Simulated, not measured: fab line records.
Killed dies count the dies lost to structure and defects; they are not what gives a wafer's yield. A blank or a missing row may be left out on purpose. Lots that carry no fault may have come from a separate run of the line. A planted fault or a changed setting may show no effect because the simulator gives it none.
Split-lot experiment :: flow n5-finfet :: 21 wafers read across 7 lots, on a route 1938 steps long

== THE SPLIT ITSELF ==
At N5_BEOL_M5_COAT_71 (time 60 s, resist thk 5 nm), the setting spin-rpm was moved away from the recipe's 1500 rpm on 6 of the 21 wafers read, by -10.8% to +7.7%. All remaining wafers had this setting at the recipe value.

Split to reading: the file shows no intervening step.

== THE READING ==
etch.depth-nm (the simulator's own value, which no gauge read), in nm, at N5_BEOL_M5_ETCH_72 (etches underlayer in N2/H2, target depth 6.5 nm, time 5.2 s). The file gives no usual value for it. The 15 wafers here that ran the recipe average 5.006 nm, standard deviation 0.0077 nm.

wafer: L078.2
tool, chamber at the split: litho-track-04, 0
spin-rpm as run, rpm: 1500
against the recipe: recipe
etch.depth-nm, nm: 5.005
against lot-mates on the recipe: -

wafer: L078.4
tool, chamber at the split: litho-track-04, 0
spin-rpm as run, rpm: 1500
against the recipe: recipe
etch.depth-nm, nm: 5.013
against lot-mates on the recipe: -

wafer: L078.5
tool, chamber at the split: litho-track-04, 0
spin-rpm as run, rpm: 1500
against the recipe: recipe
etch.depth-nm, nm: 4.999
against lot-mates on the recipe: -

wafer: L080.1
tool, chamber at the split: litho-track-02, 0
spin-rpm as run, rpm: 1500
against the recipe: recipe
etch.depth-nm, nm: 5.007
against lot-mates on the recipe: -

wafer: L080.4
tool, chamber at the split: litho-track-02, 0
spin-rpm as run, rpm: 1408
against the recipe: -6.1%
etch.depth-nm, nm: 5.158
against lot-mates on the recipe: +0.152

wafer: L080.6
tool, chamber at the split: litho-track-02, 0
spin-rpm as run, rpm: 1500
against the recipe: recipe
etch.depth-nm, nm: 5.006
against lot-mates on the recipe: -

wafer: L084.1
tool, chamber at the split: litho-track-02, 0
spin-rpm as run, rpm: 1500
against the recipe: recipe
etch.depth-nm, nm: 5.006
against lot-mates on the recipe: -

wafer: L084.3
tool, chamber at the split: litho-track-02, 0
spin-rpm as run, rpm: 1500
against the recipe: recipe
etch.depth-nm, nm: 5.003
against lot-mates on the recipe: -

wafer: L084.4
tool, chamber at the split: litho-track-02, 0
spin-rpm as run, rpm: 1500
against the recipe: recipe
etch.depth-nm, nm: 5.017
against lot-mates on the recipe: -

wafer: L083.2
tool, chamber at the split: litho-track-04, 0
spin-rpm as run, rpm: 1616
against the recipe: +7.7%
etch.depth-nm, nm: 4.828
against lot-mates on the recipe: -0.184

wafer: L083.3
tool, chamber at the split: litho-track-04, 0
spin-rpm as run, rpm: 1500
against the recipe: recipe
etch.depth-nm, nm: 5.012
against lot-mates on the recipe: -

wafer: L083.6
tool, chamber at the split: litho-track-04, 0
spin-rpm as run, rpm: 1616
against the recipe: +7.7%
etch.depth-nm, nm: 4.821
against lot-mates on the recipe: -0.191

wafer: L087.3
tool, chamber at the split: litho-track-05, 0
spin-rpm as run, rpm: 1575
against the recipe: +5.0%
etch.depth-nm, nm: 4.879
against lot-mates on the recipe: -0.139

wafer: L087.4
tool, chamber at the split: litho-track-05, 0
spin-rpm as run, rpm: 1575
against the recipe: +5.0%
etch.depth-nm, nm: 4.887
against lot-mates on the recipe: -0.131

wafer: L087.6
tool, chamber at the split: litho-track-05, 0
spin-rpm as run, rpm: 1500
against the recipe: recipe
etch.depth-nm, nm: 5.018
against lot-mates on the recipe: -

wafer: L095.1
tool, chamber at the split: litho-track-05, 0
spin-rpm as run, rpm: 1500
against the recipe: recipe
etch.depth-nm, nm: 4.999
against lot-mates on the recipe: -

wafer: L095.3
tool, chamber at the split: litho-track-05, 0
spin-rpm as run, rpm: 1500
against the recipe: recipe
etch.depth-nm, nm: 4.988
against lot-mates on the recipe: -

wafer: L095.6
tool, chamber at the split: litho-track-05, 0
spin-rpm as run, rpm: 1338
against the recipe: -10.8%
etch.depth-nm, nm: 5.296
against lot-mates on the recipe: +0.303

wafer: L097.4
tool, chamber at the split: litho-track-04, 0
spin-rpm as run, rpm: 1500
against the recipe: recipe
etch.depth-nm, nm: 4.997
against lot-mates on the recipe: -

wafer: L097.5
tool, chamber at the split: litho-track-04, 0
spin-rpm as run, rpm: 1500
against the recipe: recipe
etch.depth-nm, nm: 5.003
against lot-mates on the recipe: -

wafer: L097.6
tool, chamber at the split: litho-track-04, 0
spin-rpm as run, rpm: 1500
against the recipe: recipe
etch.depth-nm, nm: 5.01
against lot-mates on the recipe: -

THE FIT
A straight line over all 21 wafers: etch.depth-nm changes by -0.0251 nm for each +1% of spin-rpm; r = -1.00; the points scatter about the line by 0.0091 nm.
The same after taking each lot's own level away (the mean of its wafers on the recipe; 21 wafers): -0.0261 nm for each +1%; r = -1.00; scatter 0.0083 nm.
According to that fit, moving spin-rpm by its largest amount changes the reading by 0.28 nm.
The lots' own levels span 4.9935 to 5.0180 nm, that is 3.2 times the standard deviation above.
The two slopes are in agreement: the lot-to-lot level therefore moves the slope only a little.
Check: +0.269 nm against its lot-mates is what the line predicts for one of the wafers moved furthest among these (-10.8%) when that wafer is left out of the fit. Against them it came out at +0.303 nm.

== OTHER SPLITS APPLIED TO THESE WAFERS ==
Note: prior to the reading, these wafers also went through further splits. Each is held against what the fit with the lots' levels taken away leaves over:
other split on the same wafers: N5_BEOL_M1_HM_DEP_02 target-thk-a
wafers away from the commonest value: 10
r with etch.depth-nm (lot level and that fit taken away): -0.15

other split on the same wafers: N5_BEOL_M2_ETCH_64 bias-w
wafers away from the commonest value: 9
r with etch.depth-nm (lot level and that fit taken away): +0.36

other split on the same wafers: N5_BEOL_M2_COAT_22 spin-rpm
wafers away from the commonest value: 10
r with etch.depth-nm (lot level and that fit taken away): -0.43

other split on the same wafers: N5_BEOL_M3_COAT_76 spin-rpm
wafers away from the commonest value: 7
r with etch.depth-nm (lot level and that fit taken away): +0.17

other split on the same wafers: N5_BEOL_M4_COAT_22 spin-rpm
wafers away from the commonest value: 8
r with etch.depth-nm (lot level and that fit taken away): -0.05

other split on the same wafers: N5_BEOL_M4_DESCUM_33 time-s
wafers away from the commonest value: 8
r with etch.depth-nm (lot level and that fit taken away): -0.36

== THE FILE'S OWN FIT ==
etch.depth-nm changes by -0.0264 nm for each +1% of spin-rpm, r = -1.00.
